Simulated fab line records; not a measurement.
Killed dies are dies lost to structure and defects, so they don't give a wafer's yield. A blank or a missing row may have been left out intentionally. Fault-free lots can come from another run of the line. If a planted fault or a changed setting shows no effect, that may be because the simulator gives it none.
A struck lot beside a sound one -- flow n5-finfet -- 35 out of 1938 route steps
Sound: wafers L715.1, L715.4, L715.6. Struck: wafer L721.4. (L721.1, L721.5 of the same lot were not struck and are left out.) The cause comes at the end.
At each step with rows: each side's tool, then ch and its chambers, then its first start. Under that, the readings that differ: sound wafers -- struck wafers -- difference of the means -- sigmas: that difference in standard deviations of wafers without a fault.
alike: readings with means less than 2 such deviations apart, plus words and numbers identical on both sides. not compared: withheld readings, readings lacking a value on some wafer, bounds such as >300 that could conceal the same value, and numbers that have no deviation in the record and whose values overlap.
The two part at a step that has a row with sigmas, a row that says differs or no value, or rows on one side only. Numbers that have no deviation but don't overlap get no sigmas and don't part them. A reading missing from all wafers of one side parts the sides only when that side holds two or more wafers.

N5_START_INSPECT_01: inspects for defects (unpatterned scan).
  sound on defect-inspect-01, day 2 06:02; struck on defect-inspect-02, day 3 18:02
  alike: raw-defect-count
then, 2 steps without rows for these wafers: N5_ZERO_LAYER_PRECLEAN_00 (cleans in SPM, time 600 s); N5_ZERO_LAYER_SRD_01 (time 30 s, dry time 30 s).
N5_ZERO_LAYER_PECVD_02: deposits SiO2 from SiH4/N2O, target thk 10 nm, time 6 s.
  sound on pecvd-04 ch 0,2, day 2 06:17; struck on pecvd-04 ch 1, day 3 18:17
reading,sound,struck,difference,sigmas
model.SiO2_of_ZERO_LAYER_PECVD_02.thk-nm (nm),9.957 10.34 10.05,6.008,-4.108,
  alike: heater-power-w, showerhead-plenum-p-Torr
then, 8 steps without rows for these wafers: N5_ZERO_LAYER_HMDS_04 (time 60 s); N5_ZERO_LAYER_COAT_05 (resist thk 1000 nm); N5_ZERO_LAYER_EBR_07; N5_ZERO_LAYER_SOFTBAKE_06 (time 90 s); N5_ZERO_LAYER_EXPOSE_08 (exposes mask ZERO, defocus 0 nm, target cd 2000 nm); N5_ZERO_LAYER_PEB_09; N5_ZERO_LAYER_DEVELOP_10 (develop time 60 s); N5_ZERO_LAYER_HARDBAKE_23 (time 120 s).
N5_ZERO_LAYER_CD_MEAS_11 targets a cd of 2000 nm.
  sound on cd-sem-03 ch 0, day 2 06:46; struck on cd-sem-02 ch 0, day 3 18:46
  alike: cd-nm
N5_ZERO_LAYER_DESCUM_16: chemistry O2, time 7.9 s.
  sound on rie-diel-05 ch 0,2, day 2 06:48; struck on rie-diel-02 ch 2, day 3 18:48
  alike: drypump-motor-current-A, oes-product-au, rf-vpp-V, showerhead-plenum-p-Torr, throttle-valve-pct
  not compared: rf-hours-counter-h
N5_ZERO_LAYER_ETCH_17: etches SiO2 in CF4, target depth 12 nm, time 13.3 s.
  sound on rie-diel-05 ch 0,2, day 2 06:50; struck on rie-diel-02 ch 2, day 3 18:50
  alike: bias-w, drypump-motor-current-A, mfc-ar-sccm, oes-product-au, rf-vpp-V, showerhead-plenum-p-Torr, throttle-valve-pct
  not compared: rf-hours-counter-h
N5_ZERO_LAYER_ETCH_18: etches Si in HBr/Cl2, target depth 120 nm, time 40 s.
  sound on rie-si-03 ch 0,3, day 2 06:55; struck on rie-si-06 ch 0, day 3 18:55
reading,sound,struck,difference,sigmas
oes-product-au (a.u.),0.982 1.007 0.978,1.027,+0.038,+2
  alike: bias-w, drypump-motor-current-A, throttle-valve-pct
  not compared: rf-hours-counter-h
N5_ZERO_LAYER_STRIP_24: strips in O2.
  sound on plasma-asher-01 ch 1, day 2 07:01; struck on plasma-asher-02 ch 0, day 3 19:01
reading,sound,struck,difference,sigmas
heater-power-w (W),323 323 319,289,-33,-2
  alike: drypump-motor-current-A, oes-product-au, strip-time-to-endpoint-s
  not compared: rf-hours-counter-h
then, 1 step without rows for these wafers: N5_ZERO_LAYER_STRIP_19 (strips in SPM, time 900 s).
N5_ZERO_LAYER_INSPECT_20: inspects for defects (darkfield).
  sound on defect-inspect-01, day 2 07:40; struck on defect-inspect-02, day 3 19:23
  alike: raw-defect-count
then, 8 steps without rows for these wafers: N5_WELL_APT_HMDS_01 (time 60 s); N5_WELL_APT_COAT_02 (resist thk 950 nm); N5_WELL_APT_EBR_04; N5_WELL_APT_SOFTBAKE_03 (time 60 s); N5_WELL_APT_EXPOSE_05 (exposes mask NWELL, defocus 0 nm, target cd 200 nm); N5_WELL_APT_PEB_06 (peb time 90 s); N5_WELL_APT_DEVELOP_07 (develop time 45 s); N5_WELL_APT_HARDBAKE_12 (time 120 s).
N5_WELL_APT_CD_MEAS_08 targets a cd of 200 nm.
  sound on cd-sem-01 ch 0, day 2 08:06; struck on cd-sem-03 ch 0, day 3 19:49
  alike: cd-nm
N5_WELL_APT_OVL_MEAS_09:
  sound on overlay-01 ch 0, day 2 08:08; struck on overlay-01 ch 0, day 3 19:50
  alike: NWELL_OVL
N5_WELL_APT_INSPECT_10: inspects for defects (macro).
  sound on defect-inspect-01, day 2 08:09; struck on defect-inspect-01, day 3 19:52
  alike: raw-defect-count
N5_WELL_APT_DESCUM_13: chemistry O2, time 7.9 s.
  sound on rie-diel-04 ch 0,1,2, day 2 08:11; struck on rie-diel-01 ch 2, day 3 19:53
  alike: drypump-motor-current-A, oes-product-au, rf-vpp-V, showerhead-plenum-p-Torr, throttle-valve-pct
  not compared: rf-hours-counter-h
then, 2 steps without rows for these wafers: N5_WELL_APT_IMPLANT_14; N5_WELL_APT_IMPLANT_15.
-- here the record skips 10 days between the struck wafers' starts before and after, leaving off in module WELL_APT and picking up in module BEOL_M4 (first step shown: number 1111 of the route) --
N5_BEOL_M4_RC_MEAS_101:
  sound on prober-01 ch 0, day 11 19:55; struck on prober-01 ch 0, day 14 01:27
reading,sound,struck,difference,sigmas
CJ_N,4.30 4.37 4.28,3.99,-0.33,-4
DIBL_N (mV/V),38.4 33.2 40.3,31.6,-5.7,-2
DIBL_P (mV/V),42 34 43,31,-9,-3
IOFF_N (nA/um),0.23 0.12 0.27,0.10,-0.11,-2
IOFF_P (nA/um),0.32 0.17 0.34,0.15,-0.13,-3
SS_N (mV/dec),71.7 70.8 72.4,69.9,-1.7,-2
SS_P (mV/dec),74.3 72.6 74.6,72.0,-1.8,-2
VT_N (mV),243 252 239,255,+10,+3
VT_P (mV),-244 -250 -244,-253,-7,-2
  alike: ION_N, ION_P
-- the record jumps here: 5 days lie between the struck wafers' starts before and after (it left off in module BEOL_M4 and takes up again in module PASSIVATION, whose first step shown is number 1936 of the route) --
N5_PASSIVATION_PROBE_49:
  sound on prober-02, day 16 08:26; struck on prober-02, day 19 03:04
reading,sound,struck,difference,sigmas
defect-limited-yield (%),88.1 89.4 90.4,92.5,+3.2,+2
killed-at-front-end,55 50 32,20,-26,-2
killed-on-rim,15 19 13,7,-9,-2
killed-short,48 52 32,27,-17,-2
  alike: killed_at_M0_to_M3, killed_at_M4_up, killed-at-contacts, killed-at-other, killed-dies, killed-open, sort_bin_4_leakage, sort_bin_5_function, sort_bin_6_memory, sort_bin_8_speed, sort-n-pass, sort-yield-pct

## WHERE THEY PART
First at N5_ZERO_LAYER_ETCH_18; last, within this record, at N5_PASSIVATION_PROBE_49.

WHY: what the simulator had put in
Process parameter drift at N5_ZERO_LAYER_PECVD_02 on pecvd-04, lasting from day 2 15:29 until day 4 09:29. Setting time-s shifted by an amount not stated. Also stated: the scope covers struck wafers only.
